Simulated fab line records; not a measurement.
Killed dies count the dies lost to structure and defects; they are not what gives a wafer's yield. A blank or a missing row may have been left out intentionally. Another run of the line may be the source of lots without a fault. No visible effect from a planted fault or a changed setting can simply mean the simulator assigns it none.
Chamber matching | flow n5_finfet | rie_diel-06 running N5_BEOL_M14_DESCUM_33: 4 sister chambers
The step chemistry O2, time 7.9 s. 4 wafers are shown with their chamber, then 7 later ones without.

== WAFERS PAIRED WITH THEIR CHAMBERS ==
wafer  | chamber | drypump_motor_current_A (A)
L078.1 | 0       | 6.0
L091.4 | 1       | 5.7
L095.2 | 3       | 5.7
L095.4 | 2       | 5.5

== WAFERS WITH NO CHAMBER GIVEN ==
wafer  | drypump_motor_current_A (A)
L095.5 | 5.5
L094.1 | 5.7
L094.3 | 5.6
L094.6 | 5.7
L097.1 | 6.0
L097.4 | 5.7
L097.6 | 6.0

== THE CHAMBER EACH PASSED THROUGH ==
wafer  | from the rows above          | in truth
L095.5 | 2                            | 2
L094.1 | can't be placed: 1 or 3      | 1
L094.3 | can't be placed: 2 or 1 or 3 | 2
L094.6 | can't be placed: 1 or 3      | 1
L097.1 | 0                            | 0
L097.4 | can't be placed: 1 or 3      | 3
L097.6 | 0                            | 0
Placed correctly: 3 of 7. Cannot be placed on the basis of these rows: 4; the candidates contain the true chamber in 4. Placed wrongly: 0.
How it was worked out, from the rows above alone: a wafer's distance from a chamber is the root of the sum, over the readings, of the square of ((its reading less the chamber's mean) divided by the reading's scatter). The wafer belongs to the nearest chamber; if the next one is less than 2 further off, it can't be placed. The mean given for a chamber averages the wafers shown for that chamber. The scatter: root of mean squared gap, hidden wafer to nearest shown wafer, with one shown wafer a chamber.
